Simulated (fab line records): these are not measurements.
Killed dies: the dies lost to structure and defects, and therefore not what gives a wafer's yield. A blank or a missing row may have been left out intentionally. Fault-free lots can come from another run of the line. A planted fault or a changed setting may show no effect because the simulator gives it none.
Lot-split experiment :: flow n5_finfet :: on a route of 1938 steps: 7 lots, 21 wafers read

## ON THE SPLIT
At N5_BEOL_M13_EXPOSE_25 (exposes mask M13, target cd 210 nm), the setting dose_mj was moved away from the recipe's 22 on 7 of the 21 wafers read, by -5.8% to +4.5%. All remaining wafers had this setting at the recipe value.

## FROM THE SPLIT TO THE READING: what the file shows between them, 3 steps
- N5_BEOL_M13_PEB_26: peb time 90 s
- N5_BEOL_M13_DEVELOP_27: develop time 45 s
- N5_BEOL_M13_HARDBAKE_32: time 120 s

## THE READING
Shown in nm: cd_nm at N5_BEOL_M13_CD_MEAS_28, with target cd 209.5 nm. On this fab line, fault-free wafers typically give 209.4 nm with a standard deviation of 1.2 nm.

wafer: L081.1
tool, chamber at the split: krf_scanner-02, 0
dose_mj as run: 22
against the recipe: recipe
cd_nm, nm: 207.2
against lot-mates on the recipe: -

wafer: L081.2
tool, chamber at the split: krf_scanner-02, 0
dose_mj as run: 22.65
against the recipe: +3.0%
cd_nm, nm: 212.8
against lot-mates on the recipe: +4.9

wafer: L081.3
tool, chamber at the split: krf_scanner-02, 0
dose_mj as run: 22
against the recipe: recipe
cd_nm, nm: 208.7
against lot-mates on the recipe: -

wafer: L083.2
tool, chamber at the split: krf_scanner-02, 0
dose_mj as run: 22
against the recipe: recipe
cd_nm, nm: 209.4
against lot-mates on the recipe: -

wafer: L083.3
tool, chamber at the split: krf_scanner-02, 0
dose_mj as run: 22
against the recipe: recipe
cd_nm, nm: 210.0
against lot-mates on the recipe: -

wafer: L083.6
tool, chamber at the split: krf_scanner-02, 0
dose_mj as run: 22
against the recipe: recipe
cd_nm, nm: 207.4
against lot-mates on the recipe: -

wafer: L082.2
tool, chamber at the split: krf_scanner-02, 0
dose_mj as run: 22
against the recipe: recipe
cd_nm, nm: 209.3
against lot-mates on the recipe: -

wafer: L082.4
tool, chamber at the split: krf_scanner-02, 0
dose_mj as run: 22
against the recipe: recipe
cd_nm, nm: 209.4
against lot-mates on the recipe: -

wafer: L082.6
tool, chamber at the split: krf_scanner-02, 0
dose_mj as run: 22
against the recipe: recipe
cd_nm, nm: 209.8
against lot-mates on the recipe: -

wafer: L085.1
tool, chamber at the split: krf_scanner-02, 0
dose_mj as run: 20.73
against the recipe: -5.8%
cd_nm, nm: 203.4
against lot-mates on the recipe: -5.5

wafer: L085.2
tool, chamber at the split: krf_scanner-02, 0
dose_mj as run: 22
against the recipe: recipe
cd_nm, nm: 209.6
against lot-mates on the recipe: -

wafer: L085.5
tool, chamber at the split: krf_scanner-02, 0
dose_mj as run: 22
against the recipe: recipe
cd_nm, nm: 208.3
against lot-mates on the recipe: -

wafer: L087.3
tool, chamber at the split: krf_scanner-02, 0
dose_mj as run: 22
against the recipe: recipe
cd_nm, nm: 208.5
against lot-mates on the recipe: -

wafer: L087.4
tool, chamber at the split: krf_scanner-02, 0
dose_mj as run: 22
against the recipe: recipe
cd_nm, nm: 207.7
against lot-mates on the recipe: -

wafer: L087.5
tool, chamber at the split: krf_scanner-02, 0
dose_mj as run: 22
against the recipe: recipe
cd_nm, nm: 209.8
against lot-mates on the recipe: -

wafer: L091.1
tool, chamber at the split: krf_scanner-02, 0
dose_mj as run: 21.42
against the recipe: -2.6%
cd_nm, nm: 205.8
against lot-mates on the recipe: no lot-mate on the recipe

wafer: L091.2
tool, chamber at the split: krf_scanner-02, 0
dose_mj as run: 21.42
against the recipe: -2.6%
cd_nm, nm: 206.8
against lot-mates on the recipe: no lot-mate on the recipe

wafer: L091.6
tool, chamber at the split: krf_scanner-02, 0
dose_mj as run: 21.42
against the recipe: -2.6%
cd_nm, nm: 205.6
against lot-mates on the recipe: no lot-mate on the recipe

wafer: L093.3
tool, chamber at the split: krf_scanner-02, 0
dose_mj as run: 22
against the recipe: recipe
cd_nm, nm: 207.7
against lot-mates on the recipe: -

wafer: L093.4
tool, chamber at the split: krf_scanner-02, 0
dose_mj as run: 22.98
against the recipe: +4.5%
cd_nm, nm: 212.5
against lot-mates on the recipe: +4.8

wafer: L093.5
tool, chamber at the split: krf_scanner-02, 0
dose_mj as run: 22.98
against the recipe: +4.5%
cd_nm, nm: 212.2
against lot-mates on the recipe: +4.5

THE FIT
A straight line over all 21 wafers: cd_nm changes by +0.937 nm for each +1% of dose_mj; r = +0.92; the points scatter about the line by 0.91 nm.
The same after taking each lot's own level away (the mean of its wafers on the recipe; 18 wafers): +1.07 nm for each +1%; r = +0.94; scatter 0.83 nm.
Per that fit: largest dose_mj move, reading shift of 6.1 nm.
The span of the lots' own levels, 207.70 to 209.50 nm, comes to 1.5 times the standard deviation stated above.
So the lot-to-lot level changes the slope: the two fits differ.
Check: for one of the wafers moved furthest among these (-5.8%), held out of the fit, the line's prediction against its lot-mates is -6.56 nm. It came out at -5.55 nm against them.

## THE WHOLE CHAIN: every reading that the file lists as answering this split, in the file's order
step: N5_BEOL_M13_CD_MEAS_28
what it does: target cd 209.5 nm
reading: cd_nm
change (the file's fit): +1.08 nm for each +1% of the setting
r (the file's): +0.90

step: N5_BEOL_M13_DESCUM_33
what it does: chemistry O2, time 7.9 s
reading: BEOL_M13.cd_nm (the simulator's own value, which no gauge read)
change (the file's fit): +1.11 nm for each +1% of the setting
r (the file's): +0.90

step: N5_BEOL_M13_ETCH_67
what it does: etches SiARC in CF4, target depth 143 nm, time 238.3 s
reading: BEOL_M13.cd_nm (the simulator's own value, which no gauge read)
change (the file's fit): +1.2 nm for each +1% of the setting
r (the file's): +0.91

step: N5_BEOL_M13_ETCH_68
what it does: etches SOC in N2/H2, time 355 s
reading: BEOL_M13.cd_nm (the simulator's own value, which no gauge read)
change (the file's fit): +1.32 nm for each +1% of the setting
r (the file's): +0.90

## FILE'S OWN FIT
cd_nm changes by +1.08 nm for each +1% of dose_mj, r = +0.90.
